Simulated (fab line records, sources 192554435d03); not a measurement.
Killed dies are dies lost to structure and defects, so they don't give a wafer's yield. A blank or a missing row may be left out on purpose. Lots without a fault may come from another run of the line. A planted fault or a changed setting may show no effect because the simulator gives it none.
One fault seen from 2 desks | flow n5_finfet | each desk has only its own numbers; what lay behind them comes last

THE METROLOGY DESK
What the gauges read, lot by lot, whatever tool the lot ran on: means of the sampled wafers that have a number. A lot is out of limits, marked OUT, if its mean lies more than 4 standard deviations from the usual mean; the brackets give that distance. Of its 11 readings 7 are shown: those that lie furthest out on some lot.
Columns: A = cd_nm at N5_FIN_SAQP_CD_MEAS_27, usual 20.31 nm; B = DIBL_N at N5_BEOL_M4_RC_MEAS_101, usual 35.9 mV/V; C = DIBL_P at N5_BEOL_M4_RC_MEAS_101, usual 35.9 mV/V; D = IOFF_N at N5_BEOL_M4_RC_MEAS_101, usual 0.152 nA/um; E = SS_N at N5_BEOL_M4_RC_MEAS_101, usual 71.4 mV/dec; F = SS_P at N5_BEOL_M4_RC_MEAS_101, usual 73.2 mV/dec; G = VT_P at N5_BEOL_M4_RC_MEAS_101, usual -250.6 mV
lot  | first seen here | A     | B    | C    | D     | E    | F    | G
L720 | day 2 02:08     | 20.54 | 35.4 | 35.5 | 0.123 | 70.4 | 72.5 | -252.4
L727 | day 3 18:07     | 20.65 | 36.1 | 36.6 | 0.146 | 71.1 | 73.3 | -250.5
L732 | day 5 05:52     | 20.30 | 33.6 | 32.5 | 0.138 | 71.1 | 73.5 | -250.1
L733 | day 5 08:37     | 20.06 | 35.9 | 33.3 | 0.135 | 71.4 | 72.8 | -245.4
L739 | day 6 17:42     | 20.43 | 35.6 | 35.9 | 0.159 | 71.7 | 73.2 | -248.7
L743 | day 7 18:24     | 20.27 | 36.1 | 35.2 | 0.144 | 71.9 | 72.4 | -244.7
This desk's finding: nothing out of limits on any of the 6 lots.

THE TOOL OWNER'S DESK: rie_si-02
The tool's own readings at N5_FIN_SAQP_ETCH_65 (etches SiO2 in CF4, target depth 4 nm, time 4.4 s): means of the sampled wafers that have a number, for each lot that ran on this tool. A lot is out of limits, marked OUT, if its mean lies more than 4 standard deviations from the usual mean; the brackets give that distance.
Columns: A = drypump_motor_current_A at N5_FIN_SAQP_ETCH_65, usual 5.6 A; B = oes_product_au at N5_FIN_SAQP_ETCH_65, usual 0.994 a.u.; C = throttle_valve_pct at N5_FIN_SAQP_ETCH_65, usual 21.76 %
lot  | first seen here | A   | B                | C
L727 | day 3 18:16     | 5.3 | 0.999            | 21.47
L732 | day 5 06:02     | 5.9 | 1.084 (+5.0) OUT | 21.65
L733 | day 5 08:49     | 5.2 | 1.238 (+14) OUT  | 21.67
This desk's finding: out of limits on L732, L733; first on L732, day 5 06:02 (oes_product_au at N5_FIN_SAQP_ETCH_65). In limits: L727.

PUT TOGETHER
The tool owner's desk could have raised an alarm at day 5 06:02, on L732, L733.
The metrology desk saw nothing out of limits.
The metrology desk has L732, L733 on record, within its limits.
Of the lots named, all ran N5_FIN_SAQP_ETCH_65 on rie_si-02.

WHAT THE SIMULATOR HAD PUT IN
Process parameter drift: rie_si-02, from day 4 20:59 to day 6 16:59, at N5_FIN_SAQP_ETCH_65. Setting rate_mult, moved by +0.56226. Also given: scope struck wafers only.
Lots struck among those shown: L732, L733.
Hours from the fault's start to each desk's first reading out of limits: the tool owner's desk, 9.
